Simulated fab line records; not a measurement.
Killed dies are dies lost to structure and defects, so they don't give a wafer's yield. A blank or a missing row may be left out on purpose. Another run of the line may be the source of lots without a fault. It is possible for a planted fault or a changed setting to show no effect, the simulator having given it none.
Check of tool commonality -- flow n5 finfet -- Lots sampled 8, wafers sampled 23

## WHY THIS WAS OPENED
At N5_BEOL_M11_CD_MEAS_11 the reading cd nm is flagged on 2 of 8 lots. No-fault wafers: 64.0 nm, standard deviation 0.81.
Rule: a lot gets a flag if all its wafers with a number sit over 4 standard deviations from that mean, or if no wafer of it has a number. The rest of the lots are taken to be sound.

lot,measured,on,"cd nm (nm), wafer by wafer",flag
L294,day 12 18:42,cd sem-01,63.8 63.0,
L297,day 13 17:55,cd sem-01,63.7 63.9 64.7,
L301,day 13 18:04,cd sem-01,63.9 64.4 63.8,
L300,day 13 21:03,cd sem-01,58.8 58.2 57.9,FLAGGED
L306,day 14 22:22,cd sem-01,60.4 58.9 59.0,FLAGGED
L307,day 15 14:54,cd sem-03,63.7 62.4 63.0,
L311,day 16 20:03,cd sem-03,63.9 63.7 63.2,
L309,day 16 21:02,cd sem-01,64.9 64.9 63.4,
The mean of the flagged lots' numbers is 58.9 nm, -5.1 nm from the usual (-6 standard deviations).

## TOOL THAT RAN EACH LOT
Before the reading, the record contains 2 process steps out of a 1938-step route. Read each cell as the tool, then ch plus the chambers that the sampled wafers visited, then the start.
lot,flag,N5_BEOL_M10_DEP_56,N5_BEOL_M11_EXPOSE_08
L294,,"pecvd-03 ch 0,1, day 12 16:33","arfi scanner-02 ch 0, day 12 18:34"
L297,,"pecvd-03 ch 0,1,2, day 13 14:30","arfi scanner-01 ch 0, day 13 17:48"
L301,,"pecvd-03 ch 0,1, day 13 14:46","arfi scanner-01 ch 0, day 13 17:56"
L300,FLAGGED,"pecvd-01 ch 0,2, day 13 18:25","arfi scanner-01 ch 0, day 13 20:56"
L306,FLAGGED,"pecvd-04 ch 1,2, day 14 19:23","arfi scanner-01 ch 0, day 14 22:14"
L307,,"pecvd-04 ch 0,1,2, day 15 11:56","arfi scanner-02 ch 0, day 15 14:47"
L311,,"pecvd-04 ch 0,2, day 16 17:23","arfi scanner-03 ch 0, day 16 19:55"
L309,,"pecvd-04 ch 0,1,2, day 16 19:27","arfi scanner-02 ch 0, day 16 20:55"
What the steps here do:
- N5_BEOL_M10_DEP_56: deposits SiCN from 3MS/NH3, target thk 15 nm, time 26.5 s.
- N5_BEOL_M11_EXPOSE_08: exposes mask M11.
- N5_BEOL_M11_CD_MEAS_11: target cd 64.1 nm.

## FLAGGED OVER TOTAL, TOOL BY TOOL (the gauges that took the reading come last)
step,tool,lots run,flagged,share of the flagged lots,sound lots run after its first flagged lot
N5_BEOL_M10_DEP_56,pecvd-01,1,1,some,0
N5_BEOL_M10_DEP_56,pecvd-03,3,0,none,-
N5_BEOL_M10_DEP_56,pecvd-04,4,1,some,"3 (L307,L311,L309)"
N5_BEOL_M11_EXPOSE_08,arfi scanner-01,4,2,all,0
N5_BEOL_M11_EXPOSE_08,arfi scanner-02,3,0,none,-
N5_BEOL_M11_EXPOSE_08,arfi scanner-03,1,0,none,-
N5_BEOL_M11_CD_MEAS_11,cd sem-01,6,2,all,1 (L309)
N5_BEOL_M11_CD_MEAS_11,cd sem-03,2,0,none,-

## WHAT IS ALLOWED BY THE TABLE
In 2 table rows, all flagged lots were run: arfi scanner-01 (N5_BEOL_M11_EXPOSE_08), cd sem-01 (N5_BEOL_M11_CD_MEAS_11).
- arfi scanner-01 at N5_BEOL_M11_EXPOSE_08 ran 4 lots, 2 of them flagged. A fault beginning between L301 (day 13 17:56), its last sound lot, and L300 (day 13 20:56), its first flagged one, fits the data. Its own readings lie more than 4 standard deviations out on every wafer of the flagged lots: exposure dose mJ cm2.
- cd sem-01 at N5_BEOL_M11_CD_MEAS_11 ran 6 lots, 2 of them flagged. After the first flagged lot (L309), sound lots still ran on it; a lasting fault on the whole tool would not permit that.
arfi scanner-01 at N5_BEOL_M11_EXPOSE_08 is the single tool remaining.

## WHAT WAS PUT IN BY THE SIMULATOR
Drift in process parameters on arfi scanner-01 at N5_BEOL_M11_EXPOSE_08, starting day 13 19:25. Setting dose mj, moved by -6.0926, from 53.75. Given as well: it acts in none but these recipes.
Lots struck among those shown: L300, L306. The rule above found the same.
